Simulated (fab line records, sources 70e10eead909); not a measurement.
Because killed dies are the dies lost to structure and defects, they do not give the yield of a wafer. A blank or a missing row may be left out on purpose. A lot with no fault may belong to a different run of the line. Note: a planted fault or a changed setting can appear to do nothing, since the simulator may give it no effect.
Comparing a struck lot with a sound one || flow nand harc || 24 steps out of a route of 1302
Sound: these wafers, L591.1, L591.5, L591.6. Struck: wafers L606.5, L606.6. (L606.2 of the same lot was not struck and is left out.) The cause comes at the end.
Each step with rows lists, per side, the tool, then ch with its chambers, then its first start. Under that, the readings that differ: sound wafers || struck wafers || difference of the means || sigmas: that difference in standard deviations of wafers without a fault.
alike: same words and numbers on both sides, and readings whose means sit less than 2 such deviations apart. not compared: any withheld reading, any reading some wafer has no value for, any bound like >300 that may hide the same value, and any number with overlapping values for which the record gives no deviation.
A row with sigmas, a row that says differs or no value, or rows on one side alone: a step with any of these is where the two part. Numbers that have no deviation but don't overlap get no sigmas and don't part them. A reading that every wafer of one side lacks parts them only if that side has two wafers or more.

NHARC_A_M0_INSPECT_27:
  sound on defect inspect-01, day 23 09:56; struck on defect inspect-02, day 29 16:39
  alike: raw defect count
NHARC_A_M0_PRE_CLEAN_31: time 12 s.
  sound on pecvd-03 ch 1,2, day 23 10:01; struck on pecvd-01 ch 0,2, day 29 16:43
  alike: heater power outer w, heater power w, susceptor temp C
NHARC_A_M0_DEP_32: deposits SiCN, target thk 30 nm.
  sound on pecvd-03 ch 1,2, day 23 10:10; struck on pecvd-01 ch 0,2, day 29 16:48
  alike: heater power outer w, heater power w, showerhead vpp V, susceptor temp C
then, 8 steps without rows for these wafers: NHARC_A_M1_DEP_00 (deposits SiOC, target thk 182.5 nm); NHARC_A_M1_DEHYDRATE_01 (time 120 s); NHARC_A_M1_HMDS_02 (time 30 s); NHARC_A_M1_COAT_34 (time 65 s); NHARC_A_M1_COAT_03 (resist thk 90 nm); NHARC_A_M1_SOFTBAKE_04 (time 55 s); NHARC_A_M1_EBR_05; NHARC_A_M1_EXPOSE_06 (exposes mask A M1, target cd 120 nm).
NHARC_A_M1_PEB_07: peb time 65 s.
  sound on litho track-01 ch 0, day 23 11:07; struck on litho track-01 ch 0, day 29 17:58
{"reading": "heater power total W (W)", "sound": "156.8 156.2 156.9", "struck": "177.5 176.3", "difference": "+20.3", "sigmas": "+49"}
then, 1 step without rows for these wafers: NHARC_A_M1_DEVELOP_08 (develop time 35 s).
NHARC_A_M1_CD_MEAS_09: target cd 120 nm.
  sound on cd sem-03 ch 0, day 23 11:11; struck on cd sem-03 ch 0, day 29 18:04
{"reading": "cd nm (nm)", "sound": "120.7 121.0 119.9", "struck": "112.5 113.4", "difference": -7.6, "sigmas": -12}
NHARC_A_M1_OVL_MEAS_10: pitch 240 nm.
  sound on overlay-01, day 23 11:17; struck on overlay-02, day 29 18:08
  alike: overlay x nm, overlay y nm
NHARC_A_M1_INSPECT_11:
  sound on defect inspect-02, day 23 11:19; struck on defect inspect-02, day 29 18:11
  alike: raw defect count
NHARC_A_M1_DESCUM_14: chemistry O2, time 3 s.
  sound on rie diel-03 ch 2,3, day 23 11:22; struck on rie diel-03 ch 1,2, day 29 18:15
{"reading": "model.A_M1.cd nm (nm)", "sound": "121.4 121 120.4", "struck": "113 114.2", "difference": -7, "sigmas": ""}
  alike: drypump motor current A, oes product au, rf vpp V, showerhead plenum p Torr, throttle valve pct
  not compared: rf hours counter h
NHARC_A_M1_ETCH_35: etches the open film in N2/H2, target depth 40 nm, overetch 12 nm, time 43.94 s.
  sound on rie diel-03 ch 0,1,3, day 23 11:29; struck on rie diel-03 ch 0,1, day 29 18:20
  alike: drypump motor current A, oes product au, rf vpp V, showerhead plenum p Torr, throttle valve pct
  not compared: rf hours counter h
NHARC_A_M1_ETCH_15: etches the open film in C4F8/Ar, target depth 182.5 nm, time 91.2 s.
  sound on rie diel-03 ch 0,1,2; struck on rie diel-03 ch 0,1
  alike: oes product au, rf vpp V
  not compared: rf hours counter h
NHARC_A_M1_CD_MEAS_16:
  sound on cd sem-03, day 23 11:41; struck on cd sem-01, day 29 18:32
{"reading": "cd nm (nm)", "sound": "121.1 120.6 120.8", "struck": "112.9 114.5", "difference": -7.1, "sigmas": -8}
NHARC_A_M1_STRIP_18: strips in N2/H2.
  sound on rie diel-09 ch 1,2, day 23 11:47; struck on rie diel-09 ch 0,1, day 29 18:37
  alike: drypump motor current A, oes product au, rf vpp V, showerhead plenum p Torr, throttle valve pct
  not compared: rf hours counter h
NHARC_A_M1_ETCH_28: etches the open film in CF4/N2, target depth 30 nm, time 72.99 s.
  sound on rie diel-09 ch 0,2,3; struck on rie diel-09 ch 0,1
{"reading": "model.A_M1.cd nm (nm)", "sound": "121.7 122.1 120.7", "struck": "113.1 113.2", "difference": -8.3, "sigmas": ""}
  alike: drypump motor current A, oes product au, rf vpp V, showerhead plenum p Torr, throttle valve pct
  not compared: rf hours counter h
then, 1 step without rows for these wafers: NHARC_A_M1_STRIP_19 (strips in post etch residue remover, time 600 s).
NHARC_END_SORT_01:
  here the record holds rows for the struck wafers (prober-02 ch 0, day 31 11:02) but none for the sound ones

## WHERE THEY PART
Earliest at NHARC_A_M1_PEB_07; latest, in this record, at NHARC_END_SORT_01.

WHY: what had been put in by the simulator
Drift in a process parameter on litho track-01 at NHARC_A_M1_PEB_07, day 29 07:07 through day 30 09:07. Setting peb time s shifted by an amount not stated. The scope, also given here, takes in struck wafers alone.
